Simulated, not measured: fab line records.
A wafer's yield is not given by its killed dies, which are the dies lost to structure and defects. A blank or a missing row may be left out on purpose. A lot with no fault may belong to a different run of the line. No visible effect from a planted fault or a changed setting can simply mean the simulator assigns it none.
Struck lot and sound lot, side by side + flow n5 finfet + 14 steps out of a route of 1938
Sound: the wafers L159.2, L159.3, L159.6. Wafers L155.4, L155.5, L155.6 were the ones struck. The cause is given at the end.
For every step that has rows: the tool of each side, followed by ch and its chambers, followed by its first start. Under that, the readings that differ: sound wafers + struck wafers + difference of the means + sigmas: that difference in standard deviations of wafers without a fault.
alike: a reading whose means differ by less than 2 such deviations, as well as words and numbers matching on both sides. not compared: withheld readings; readings where some wafer has no value; bounds like >300 that might hide an equal value; numbers whose values overlap and for which the record gives no deviation.
A row with sigmas, a row that says differs or no value, or rows on one side alone: a step with any of these is where the two part. Numbers that don't overlap but have no deviation are shown without sigmas and don't part them. Lack of a reading on every wafer of one side parts them only where that side has two or more wafers.

N5_BEOL_M3_INSPECT_59: inspects for defects (darkfield).
  sound on defect inspect-02 at day 11 12:35; struck on defect inspect-02 at day 10 15:41
  alike: raw defect count
N5_BEOL_M4_ILD_DEP_00: deposits SiOC from DEMS/O2, target thk 79 nm, time 15.3 s.
  sound on pecvd-03 ch 1,2, day 11 12:37; struck on pecvd-03 ch 0,1,2, day 10 15:44
  alike: heater power w, showerhead plenum p Torr, throttle valve pct
N5_BEOL_M4_THK_MEAS_01:
  sound on film metro-01 at day 11 12:41; struck on film metro-02 at day 10 15:47
  alike: M4_ILD_THK
N5_BEOL_M4_PECVD_72: deposits SiO2 from TEOS/O2, target thk 16 nm, time 18 s.
  sound on pecvd-01 ch 0,1, day 11 12:43; struck on pecvd-04 ch 0,2, day 10 15:50
  alike: heater power w, showerhead plenum p Torr, throttle valve pct
N5_BEOL_M4_HM_DEP_02: deposits TiN, target thk 20 nm.
  sound on pvd sputter-02 at day 11 15:13; struck on pvd sputter-03 at day 10 15:53
  alike: throttle valve pct
then, 7 steps without rows for these wafers: N5_BEOL_M4_COAT_61 (time 60 s, resist thk 60 nm); N5_BEOL_M4_COAT_62 (time 60 s, resist thk 12 nm); N5_BEOL_M4_COAT_73 (time 60 s, resist thk 5 nm); N5_BEOL_M4_COAT_05 (resist thk 30 nm); N5_BEOL_M4_EBR_07; N5_BEOL_M4_SOFTBAKE_06 (time 60 s); N5_BEOL_M4_EXPOSE_08 (exposes mask M4).
N5_BEOL_M4_PEB_09: peb time 60 s.
  struck on litho track-01, day 10 16:21; sound on litho track-01 ch 0, day 11 15:41
  no value came back on the struck wafers for chill plate temp C (C), exhaust pa (Pa), peb time s (s); on the sound wafers chill plate temp C (C) reads 23.05 23.21 23.05
then, 1 step without rows for these wafers: N5_BEOL_M4_DEVELOP_10 (develop time 30 s).

## WHERE THEY PART
Only at N5_BEOL_M4_PEB_09, as far as this record shows.

WHY: whatever the simulator had introduced
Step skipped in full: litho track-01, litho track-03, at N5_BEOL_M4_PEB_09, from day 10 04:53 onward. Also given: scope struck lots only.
